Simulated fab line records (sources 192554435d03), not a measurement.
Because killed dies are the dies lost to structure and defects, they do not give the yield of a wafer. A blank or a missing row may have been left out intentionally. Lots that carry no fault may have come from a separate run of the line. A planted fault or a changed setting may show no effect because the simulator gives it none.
Lot-split experiment :: flow n5Finfet :: 7 lots, 39 wafers read, on a route of 1938 steps

## THE SPLIT
At N5_BEOL_M11_HM_DEP_02 (deposits TiN, target thk 20 nm), the setting targetThkA was moved away from the recipe's 200 angstrom on 9 of the 39 wafers read, by -50.2% to +26.6%. This setting was run at the recipe's value on the other wafers.

## FROM THE SPLIT TO THE READING: what the file shows between them, 4 steps
- N5_BEOL_M11_COAT_59: time 60 s, resist thk 100 nm
- N5_BEOL_M11_COAT_60: time 60 s, resist thk 30 nm
- N5_BEOL_M11_STRIP_68: strips in N2/H2
- N5_BEOL_M11_STRIP_67: strips in CF4

## THE READING
etch.depthNm (the simulator's own value, which no gauge read), in nm, at N5_BEOL_M11_HM_OPEN_17 (chemistry Cl2/BCl3, target TiN, target depth 20 nm, overetch 6 nm). The file gives no usual value for it. Here, 30 wafers ran the recipe; their average is 20.102 nm with a standard deviation of 0.23 nm.

wafer: L074.1
tool, chamber at the split: pvdSputter-02, -
targetThkA as run, angstrom: 99.6
against the recipe: -50.2%
etch.depthNm, nm: 10.1
against lot-mates on the recipe: -9.907

wafer: L074.2
tool, chamber at the split: pvdSputter-02, -
targetThkA as run, angstrom: 99.6
against the recipe: -50.2%
etch.depthNm, nm: 9.958
against lot-mates on the recipe: -10.049

wafer: L074.3
tool, chamber at the split: pvdSputter-02, -
targetThkA as run, angstrom: 99.6
against the recipe: -50.2%
etch.depthNm, nm: 9.77
against lot-mates on the recipe: -10.237

wafer: L074.4
tool, chamber at the split: pvdSputter-02, -
targetThkA as run, angstrom: 200
against the recipe: recipe
etch.depthNm, nm: 19.79
against lot-mates on the recipe: -

wafer: L074.5
tool, chamber at the split: pvdSputter-02, -
targetThkA as run, angstrom: 200
against the recipe: recipe
etch.depthNm, nm: 20.07
against lot-mates on the recipe: -

wafer: L074.6
tool, chamber at the split: pvdSputter-02, -
targetThkA as run, angstrom: 200
against the recipe: recipe
etch.depthNm, nm: 20.16
against lot-mates on the recipe: -

wafer: L075.1
tool, chamber at the split: pvdSputter-01, -
targetThkA as run, angstrom: 200
against the recipe: recipe
etch.depthNm, nm: 19.93
against lot-mates on the recipe: -

wafer: L075.2
tool, chamber at the split: pvdSputter-01, -
targetThkA as run, angstrom: 200
against the recipe: recipe
etch.depthNm, nm: 19.87
against lot-mates on the recipe: -

wafer: L075.3
tool, chamber at the split: pvdSputter-01, -
targetThkA as run, angstrom: 200
against the recipe: recipe
etch.depthNm, nm: 19.69
against lot-mates on the recipe: -

wafer: L075.4
tool, chamber at the split: pvdSputter-01, -
targetThkA as run, angstrom: 200
against the recipe: recipe
etch.depthNm, nm: 20.02
against lot-mates on the recipe: -

wafer: L075.5
tool, chamber at the split: pvdSputter-01, -
targetThkA as run, angstrom: 200
against the recipe: recipe
etch.depthNm, nm: 19.79
against lot-mates on the recipe: -

wafer: L075.6
tool, chamber at the split: pvdSputter-01, -
targetThkA as run, angstrom: 200
against the recipe: recipe
etch.depthNm, nm: 20
against lot-mates on the recipe: -

wafer: L084.1
tool, chamber at the split: pvdSputter-01, -
targetThkA as run, angstrom: 200
against the recipe: recipe
etch.depthNm, nm: 20.23
against lot-mates on the recipe: -

wafer: L084.2
tool, chamber at the split: pvdSputter-01, -
targetThkA as run, angstrom: 200
against the recipe: recipe
etch.depthNm, nm: 19.81
against lot-mates on the recipe: -

wafer: L084.3
tool, chamber at the split: pvdSputter-01, -
targetThkA as run, angstrom: 200
against the recipe: recipe
etch.depthNm, nm: 20.27
against lot-mates on the recipe: -

wafer: L084.4
tool, chamber at the split: pvdSputter-01, -
targetThkA as run, angstrom: 200
against the recipe: recipe
etch.depthNm, nm: 20.18
against lot-mates on the recipe: -

wafer: L084.5
tool, chamber at the split: pvdSputter-01, -
targetThkA as run, angstrom: 200
against the recipe: recipe
etch.depthNm, nm: 20
against lot-mates on the recipe: -

wafer: L084.6
tool, chamber at the split: pvdSputter-01, -
targetThkA as run, angstrom: 200
against the recipe: recipe
etch.depthNm, nm: 20.13
against lot-mates on the recipe: -

wafer: L087.2
tool, chamber at the split: pvdSputter-01, -
targetThkA as run, angstrom: 200
against the recipe: recipe
etch.depthNm, nm: 20.1
against lot-mates on the recipe: -

wafer: L087.3
tool, chamber at the split: pvdSputter-01, -
targetThkA as run, angstrom: 200
against the recipe: recipe
etch.depthNm, nm: 19.83
against lot-mates on the recipe: -

wafer: L087.4
tool, chamber at the split: pvdSputter-01, -
targetThkA as run, angstrom: 200
against the recipe: recipe
etch.depthNm, nm: 19.79
against lot-mates on the recipe: -

wafer: L086.1
tool, chamber at the split: pvdSputter-01, -
targetThkA as run, angstrom: 119.8
against the recipe: -40.1%
etch.depthNm, nm: 12.14
against lot-mates on the recipe: -8.340

wafer: L086.2
tool, chamber at the split: pvdSputter-01, -
targetThkA as run, angstrom: 200
against the recipe: recipe
etch.depthNm, nm: 20.42
against lot-mates on the recipe: -

wafer: L086.3
tool, chamber at the split: pvdSputter-01, -
targetThkA as run, angstrom: 200
against the recipe: recipe
etch.depthNm, nm: 20.53
against lot-mates on the recipe: -

wafer: L086.4
tool, chamber at the split: pvdSputter-01, -
targetThkA as run, angstrom: 119.8
against the recipe: -40.1%
etch.depthNm, nm: 12.64
against lot-mates on the recipe: -7.840

wafer: L086.5
tool, chamber at the split: pvdSputter-01, -
targetThkA as run, angstrom: 119.8
against the recipe: -40.1%
etch.depthNm, nm: 12.72
against lot-mates on the recipe: -7.760

wafer: L086.6
tool, chamber at the split: pvdSputter-01, -
targetThkA as run, angstrom: 200
against the recipe: recipe
etch.depthNm, nm: 20.49
against lot-mates on the recipe: -

wafer: L089.1
tool, chamber at the split: pvdSputter-02, -
targetThkA as run, angstrom: 200
against the recipe: recipe
etch.depthNm, nm: 20.02
against lot-mates on the recipe: -

wafer: L089.2
tool, chamber at the split: pvdSputter-02, -
targetThkA as run, angstrom: 200
against the recipe: recipe
etch.depthNm, nm: 20.42
against lot-mates on the recipe: -

wafer: L089.3
tool, chamber at the split: pvdSputter-02, -
targetThkA as run, angstrom: 200
against the recipe: recipe
etch.depthNm, nm: 20.4
against lot-mates on the recipe: -

wafer: L089.4
tool, chamber at the split: pvdSputter-02, -
targetThkA as run, angstrom: 200
against the recipe: recipe
etch.depthNm, nm: 20.34
against lot-mates on the recipe: -

wafer: L089.6
tool, chamber at the split: pvdSputter-02, -
targetThkA as run, angstrom: 200
against the recipe: recipe
etch.depthNm, nm: 20.34
against lot-mates on the recipe: -

wafer: L089.5
tool, chamber at the split: pvdSputter-02, -
targetThkA as run, angstrom: 200
against the recipe: recipe
etch.depthNm, nm: 20.32
against lot-mates on the recipe: -

wafer: L091.1
tool, chamber at the split: pvdSputter-01, -
targetThkA as run, angstrom: 200
against the recipe: recipe
etch.depthNm, nm: 20
against lot-mates on the recipe: -

wafer: L091.2
tool, chamber at the split: pvdSputter-01, -
targetThkA as run, angstrom: 253.2
against the recipe: +26.6%
etch.depthNm, nm: 25.26
against lot-mates on the recipe: +5.220

wafer: L091.3
tool, chamber at the split: pvdSputter-01, -
targetThkA as run, angstrom: 253.2
against the recipe: +26.6%
etch.depthNm, nm: 25.11
against lot-mates on the recipe: +5.070

wafer: L091.4
tool, chamber at the split: pvdSputter-01, -
targetThkA as run, angstrom: 200
against the recipe: recipe
etch.depthNm, nm: 19.98
against lot-mates on the recipe: -

wafer: L091.5
tool, chamber at the split: pvdSputter-01, -
targetThkA as run, angstrom: 200
against the recipe: recipe
etch.depthNm, nm: 20.14
against lot-mates on the recipe: -

wafer: L091.6
tool, chamber at the split: pvdSputter-01, -
targetThkA as run, angstrom: 253.2
against the recipe: +26.6%
etch.depthNm, nm: 25.38
against lot-mates on the recipe: +5.340

THE FIT
A straight line over all 39 wafers: etch.depthNm changes by +0.197 nm for each +1% of targetThkA; r = +1.00; the points scatter about the line by 0.25 nm.
The same after taking each lot's own level away (the mean of its wafers on the recipe; 39 wafers): +0.199 nm for each +1%; r = +1.00; scatter 0.15 nm.
The reading moves by 10 nm for the largest change in targetThkA, on that fit.
Across the lots, their own levels run from 19.8833 to 20.4800 nm, a range of 2.6 times the standard deviation given above.
So the lot-to-lot level changes the slope little: the two slopes agree.
Check: for one of the wafers moved furthest among these (-50.2%), held out of the fit, the line's prediction against its lot-mates is -10 nm. Against them it came out at -9.91 nm.

## ADDITIONAL SPLITS CARRIED BY THESE WAFERS
Before the reading, these wafers also passed through other splits. Each is held against what the fit with the lots' levels taken away leaves over:
other split on the same wafers: N5_DUMMY_GATE_CVD_03 targetThkA
wafers away from the commonest value: 18
r with etch.depthNm (lot level and that fit taken away): -0.04

other split on the same wafers: N5_ILD0_PRECLEAN_10 timeS
wafers away from the commonest value: 18
r with etch.depthNm (lot level and that fit taken away): -0.07

other split on the same wafers: N5_MOL_CONTACT_COAG_ALD_27 timeS
wafers away from the commonest value: 15
r with etch.depthNm (lot level and that fit taken away): -0.09

other split on the same wafers: N5_BEOL_M4_TRENCH_ETCH_37 timeS
wafers away from the commonest value: 18
r with etch.depthNm (lot level and that fit taken away): +0.04

other split on the same wafers: N5_BEOL_M8_DESCUM_33 timeS
wafers away from the commonest value: 15
r with etch.depthNm (lot level and that fit taken away): +0.09

## THE WHOLE CHAIN: every reading that the file lists as answering this split, in the file's order
step: N5_BEOL_M11_HM_DEP_02
what it does: deposits TiN, target thk 20 nm
reading: TiN_of_BEOL_M11_HM_DEP_02.thkNm (the simulator's own value, which no gauge read)
change (the file's fit): +0.199 nm for each +1% of the setting
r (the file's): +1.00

step: N5_BEOL_M11_HM_OPEN_17
what it does: chemistry Cl2/BCl3, target TiN, target depth 20 nm, overetch 6 nm
reading: etch.depthNm (the simulator's own value, which no gauge read)
change (the file's fit): +0.199 nm for each +1% of the setting
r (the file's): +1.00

## FILE'S OWN FIT
etch.depthNm changes by +0.199 nm for each +1% of targetThkA, r = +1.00.
